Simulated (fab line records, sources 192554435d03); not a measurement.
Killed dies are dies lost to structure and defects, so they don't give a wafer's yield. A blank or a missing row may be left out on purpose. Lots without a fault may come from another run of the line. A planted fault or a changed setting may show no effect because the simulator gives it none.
Chamber matching | flow n5_finfet | N5_BEOL_M8_ILD_DEP_00 on pecvd-04: 3 sister chambers
The step deposits SiCOH lowk from DEMS/porogen, target thk 179.75 nm, time 33.4 s. 6 wafers are shown with their chamber, then 8 later ones without.

WAFERS WITH THEIR CHAMBER
wafer  | chamber | throttle_valve_pct (%) | showerhead_plenum_p_Torr (Torr)
L267.4 | 1       | 13.1                   | 5.779
L267.6 | 0       | 14.8                   | 5.737
L272.1 | 2       | 13.1                   | 5.739
L272.2 | 0       | 15.0                   | 5.736
L272.5 | 1       | 12.8                   | 5.773
L273.2 | 2       | 13.4                   | 5.753

WAFERS WITHOUT THEIR CHAMBER
wafer  | throttle_valve_pct (%) | showerhead_plenum_p_Torr (Torr)
L273.4 | 14.4                   | 5.738
L273.6 | 13.4                   | 5.756
L275.1 | 13.4                   | 5.762
L275.2 | 12.9                   | 5.764
L275.4 | 13.0                   | 5.752
L281.2 | 14.7                   | 5.745
L281.3 | 13.4                   | 5.743
L281.5 | 13.1                   | 5.782

WHICH CHAMBER EACH WENT THROUGH
wafer  | from the rows above     | in truth
L273.4 | 0                       | 0
L273.6 | 2                       | 2
L275.1 | can't be placed: 2 or 1 | 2
L275.2 | can't be placed: 1 or 2 | 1
L275.4 | 2                       | 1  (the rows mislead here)
L281.2 | 0                       | 0
L281.3 | 2                       | 2
L281.5 | 1                       | 1
Placed correctly: 5 of 8. Can't be placed from these rows: 2 (the true chamber is among the candidates in 2). Placed wrongly: 1.
How it was worked out, from the rows above alone: a wafer's distance from a chamber is the root of the sum, over the readings, of the square of ((its reading less the chamber's mean) divided by the reading's scatter). The wafer belongs to the nearest chamber; if the next one is less than 2 further off, it can't be placed. A chamber's mean is the mean of its shown wafers. The scatter: the root of (the sum of the squares of (reading less its chamber's mean) over the shown wafers, divided by (wafers less chambers)).
